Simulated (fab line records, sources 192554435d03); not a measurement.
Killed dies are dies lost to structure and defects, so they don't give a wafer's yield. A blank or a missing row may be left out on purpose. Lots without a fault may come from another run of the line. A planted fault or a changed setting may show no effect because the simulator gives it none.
Chamber matching | flow n5_finfet | N5_BEOL_M11_DESCUM_16 on rie_diel-06: 4 sister chambers
The step chemistry O2, time 7.9 s. 4 wafers are shown with their chamber, then 7 later ones without.

WAFERS WITH THEIR CHAMBER
wafer  | chamber | drypump_motor_current_A (A)
L076.1 | 1       | 4.7
L086.1 | 2       | 5.4
L086.4 | 3       | 5.9
L090.5 | 0       | 5.6

WAFERS WITHOUT THEIR CHAMBER
wafer  | drypump_motor_current_A (A)
L090.6 | 4.7
L093.1 | 5.7
L093.5 | 4.7
L093.6 | 5.7
L097.2 | 5.9
L097.3 | 5.4
L097.4 | 5.6

WHICH CHAMBER EACH WENT THROUGH
wafer  | from the rows above     | in truth
L090.6 | 1                       | 1
L093.1 | can't be placed: 0 or 3 | 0
L093.5 | 1                       | 1
L093.6 | can't be placed: 0 or 3 | 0
L097.2 | 3                       | 3
L097.3 | 2                       | 2
L097.4 | 0                       | 0
Placed correctly: 5 of 7. Can't be placed from these rows: 2 (the true chamber is among the candidates in 2). Placed wrongly: 0.
How it was worked out, from the rows above alone: a wafer's distance from a chamber is the root of the sum, over the readings, of the square of ((its reading less the chamber's mean) divided by the reading's scatter). The wafer belongs to the nearest chamber; if the next one is less than 2 further off, it can't be placed. A chamber's mean is the mean of its shown wafers. The scatter: with one shown wafer a chamber, the root of the mean of the squares of how far each hidden wafer lies from its nearest shown one.
